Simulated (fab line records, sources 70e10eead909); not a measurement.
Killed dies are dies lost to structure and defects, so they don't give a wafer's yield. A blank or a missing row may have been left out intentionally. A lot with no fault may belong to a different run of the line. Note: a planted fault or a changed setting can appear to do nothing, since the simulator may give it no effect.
Matching of chambers | flow nandHarc | NHARC_A_STAIRCASE_TRIM_220 on rieDiel-10 has 4 sister chambers
The step chemistry O2, time 211.2 s. 33 wafers are shown with their chamber, then 12 later ones without.

## WAFERS, EACH WITH ITS CHAMBER
wafer  | chamber | drypumpMotorCurrentA (A) | showerheadPlenumPTorr (Torr) | oesProductAu (a.u.)
L074.2 | 3       | 6.2                      | 3.58                         | 0.999
L074.3 | 0       | 6.3                      | 3.50                         | 1.000
L074.5 | 2       | 5.5                      | 3.30                         | 1.016
L075.2 | 3       | 6.1                      | 3.58                         | 1.018
L075.3 | 0       | 6.3                      | 3.50                         | 1.009
L075.5 | 0       | 6.3                      | 3.50                         | 1.011
L078.3 | 1       | 6.1                      | 3.44                         | 0.988
L078.4 | 2       | 5.5                      | 3.29                         | 1.009
L078.5 | 2       | 5.5                      | 3.29                         | 1.014
L082.1 | 2       | 5.5                      | 3.81                         | 1.013
L082.2 | 0       | 6.3                      | 3.48                         | 1.018
L082.3 | 1       | 6.1                      | 3.44                         | 0.992
L082.4 | 3       | 6.2                      | 3.57                         | 1.002
L082.5 | 0       | 6.3                      | 3.48                         | 1.020
L082.6 | 1       | 6.1                      | 3.44                         | 0.996
L081.2 | 1       | 6.2                      | 3.44                         | 1.009
L081.4 | 2       | 5.5                      | 3.81                         | 1.013
L081.6 | 2       | 5.5                      | 3.81                         | 1.004
L081.1 | 0       | 6.3                      | 3.48                         | 1.009
L081.3 | 3       | 6.1                      | 3.57                         | 1.002
L081.5 | 3       | 6.1                      | 3.57                         | 1.007
L084.3 | 0       | 6.3                      | 3.48                         | 1.017
L084.4 | 0       | 6.3                      | 3.48                         | 1.025
L084.6 | 3       | 6.1                      | 3.57                         | 1.017
L085.2 | 0       | 6.3                      | 3.48                         | 1.007
L085.3 | 1       | 6.2                      | 3.43                         | 1.003
L085.5 | 1       | 6.1                      | 3.43                         | 0.999
L086.4 | 1       | 6.2                      | 3.43                         | 0.994
L086.5 | 3       | 6.2                      | 3.56                         | 1.015
L086.6 | 2       | 5.5                      | 3.80                         | 1.017
L087.3 | 2       | 5.5                      | 3.80                         | 1.028
L087.4 | 3       | 6.2                      | 3.56                         | 1.020
L087.6 | 0       | 6.3                      | 3.47                         | 1.012

SIGNATURES (averages over the wafers above)
reading               | chamber 0 | chamber 1 | chamber 2 | chamber 3 | scatter within a chamber
drypumpMotorCurrentA  | 6.300     | 6.143     | 5.500     | 6.150     | 0.0358
showerheadPlenumPTorr | 3.4850    | 3.4357    | 3.6138    | 3.5700    | 0.131
oesProductAu          | 1.01280   | 0.99729   | 1.01425   | 1.01000   | 0.00744
Rule: a wafer lies at a distance from a chamber equal to the root of the sum of squares, over the readings, of (its reading less the chamber's mean, divided by the reading's scatter). The wafer belongs to the nearest chamber; if the next one is less than 2 further off, it can't be placed. The scatter: the root of (the sum of the squares of (reading less its chamber's mean) over the shown wafers, divided by (wafers less chambers)).

## WAFERS WITHOUT THEIR CHAMBER
wafer  | drypumpMotorCurrentA (A) | showerheadPlenumPTorr (Torr) | oesProductAu (a.u.)
L089.2 | 6.2                      | 3.42                         | 1.006
L089.3 | 6.2                      | 3.56                         | 1.014
L089.4 | 6.3                      | 3.47                         | 1.007
L090.4 | 6.1                      | 3.55                         | 1.013
L090.5 | 5.5                      | 3.79                         | 1.019
L090.6 | 6.1                      | 3.55                         | 1.017
L097.2 | 6.1                      | 3.41                         | 0.995
L097.4 | 6.3                      | 3.46                         | 1.002
L097.6 | 6.2                      | 3.41                         | 0.994
L097.1 | 6.1                      | 3.54                         | 1.006
L097.3 | 6.3                      | 3.46                         | 1.009
L097.5 | 6.2                      | 3.54                         | 1.018

## EACH ONE'S CHAMBER
wafer  | from the rows above          | in truth
L089.2 | can't be placed: 3 or 1 or 0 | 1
L089.3 | can't be placed: 3 or 0 or 1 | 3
L089.4 | 0                            | 0
L090.4 | can't be placed: 3 or 1      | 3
L090.5 | 2                            | 2
L090.6 | can't be placed: 3 or 1      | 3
L097.2 | can't be placed: 1 or 3      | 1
L097.4 | 0                            | 0
L097.6 | can't be placed: 1 or 3      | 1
L097.1 | can't be placed: 3 or 1      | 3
L097.3 | 0                            | 0
L097.5 | can't be placed: 3 or 0 or 1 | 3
Placed correctly: 4 of 12. These rows do not allow placing 8 (true chamber among the candidates in 8). Number placed wrongly: 0.
